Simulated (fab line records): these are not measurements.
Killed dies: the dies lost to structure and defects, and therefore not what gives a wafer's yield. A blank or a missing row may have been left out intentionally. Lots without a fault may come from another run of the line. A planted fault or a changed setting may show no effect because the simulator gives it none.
Split-lot trial | flow n5-finfet | 21 wafers read across 7 lots, on a route 1938 steps long

== THE SPLIT ==
At N5_PMOS_HMC_CHANNEL_EPI_PEB_07 (peb time 60 s), the setting peb-time-s was moved away from the recipe's 60 s on 7 of the 21 wafers read, by -17.5% to +6.4%. For the rest of the wafers, this setting stayed at what the recipe calls for.

== BETWEEN THE SPLIT AND THE READING: the file shows 1 step in between ==
- N5_PMOS_HMC_CHANNEL_EPI_DEVELOP_08: develop time 30 s (also split here: develop-time-s)

== THE READING ==
cd-nm at N5_PMOS_HMC_CHANNEL_EPI_CD_MEAS_09, given in nm (cd target 237.4 nm). Typical for fault-free wafers on this fab line: 237.7 nm, with standard deviation 0.99 nm.

wafer  | tool, chamber at the split | peb-time-s as run, s | against the recipe | cd-nm, nm | against lot-mates on the recipe
L075.1 | litho-track-01, 0          | 60                   | recipe             | 236.0     | -
L075.3 | litho-track-01, 0          | 60                   | recipe             | 236.3     | -
L075.6 | litho-track-01, 0          | 60                   | recipe             | 238.8     | -
L081.2 | litho-track-05, 0          | 54.81                | -8.6%              | 234.0     | -5.3
L081.5 | litho-track-05, 0          | 60                   | recipe             | 239.3     | -
L081.6 | litho-track-05, 0          | 54.81                | -8.6%              | 234.3     | -5.0
L083.1 | litho-track-05, 0          | 60                   | recipe             | 237.3     | -
L083.3 | litho-track-05, 0          | 60                   | recipe             | 237.8     | -
L083.4 | litho-track-05, 0          | 60                   | recipe             | 239.6     | -
L086.2 | litho-track-05, 0          | 49.51                | -17.5%             | 228.6     | -7.4
L086.4 | litho-track-05, 0          | 49.51                | -17.5%             | 228.0     | -8.0
L086.6 | litho-track-05, 0          | 60                   | recipe             | 236.0     | -
L088.1 | litho-track-01, 0          | 60                   | recipe             | 238.8     | -
L088.3 | litho-track-01, 0          | 60                   | recipe             | 238.5     | -
L088.6 | litho-track-01, 0          | 60                   | recipe             | 238.6     | -
L093.1 | litho-track-05, 0          | 63.81                | +6.4%              | 239.9     | no lot-mate on the recipe
L093.2 | litho-track-05, 0          | 63.81                | +6.4%              | 239.4     | no lot-mate on the recipe
L093.4 | litho-track-05, 0          | 63.81                | +6.4%              | 239.8     | no lot-mate on the recipe
L095.2 | litho-track-01, 0          | 60                   | recipe             | 238.0     | -
L095.4 | litho-track-01, 0          | 60                   | recipe             | 238.1     | -
L095.6 | litho-track-01, 0          | 60                   | recipe             | 238.2     | -

FIT RESULTS
A straight line over all 21 wafers: cd-nm changes by +0.485 nm for each +1% of peb-time-s; r = +0.94; the points scatter about the line by 1.1 nm.
The same after taking each lot's own level away (the mean of its wafers on the recipe; 18 wafers): +0.466 nm for each +1%; r = +0.96; scatter 0.82 nm.
The reading moves by 8.1 nm for the largest change in peb-time-s, on that fit.
From 236.00 to 239.30 nm: that is the span of the lots' own levels, equal to 3.3 times the standard deviation above.
Consequently the slope shifts little with the lot-to-lot level, the two slopes agreeing.
Check: with one of the wafers moved furthest among these (-17.5%) left out of the fit, the line predicts -8.77 nm for it against its lot-mates. Against them it came out at -7.4 nm.

== OTHER SPLITS ON THESE WAFERS ==
Before the reading, these wafers also passed through other splits. Each is held against what the fit with the lots' levels taken away leaves over:
other split on the same wafers                    | wafers away from the commonest value | r with cd-nm (lot level and that fit taken away)
N5_ZERO_LAYER_EXPOSE_08 dose-mj                   | 6                                    | +0.23
N5_WELL_APT_COAT_02 spin-rpm                      | 9                                    | +0.01
N5_PMOS_HMC_CHANNEL_EPI_DEVELOP_08 develop-time-s | 8                                    | +0.39

== THE WHOLE CHAIN: every reading that the file lists as answering this split, in the file's order ==
step                               | what it does                                                           | reading                                                                     | change (the file's fit)               | r (the file's)
N5_PMOS_HMC_CHANNEL_EPI_CD_MEAS_09 | target cd 237.4 nm                                                     | cd-nm                                                                       | +0.468 nm for each +1% of the setting | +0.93
N5_PMOS_HMC_CHANNEL_EPI_DESCUM_14  | chemistry O2, time 7.9 s                                               | PMOS_HMC_CHANNEL_EPI.cd-nm (the simulator's own value, which no gauge read) | +0.458 nm for each +1% of the setting | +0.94
N5_PMOS_HMC_CHANNEL_EPI_ETCH_32    | etches BARC in N2/H2, stops on SiO2, target depth 85.8 nm, time 50.3 s | PMOS_HMC_CHANNEL_EPI.cd-nm (the simulator's own value, which no gauge read) | +0.479 nm for each +1% of the setting | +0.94

== FILE'S OWN FIT ==
cd-nm changes by +0.468 nm for each +1% of peb-time-s, r = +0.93.
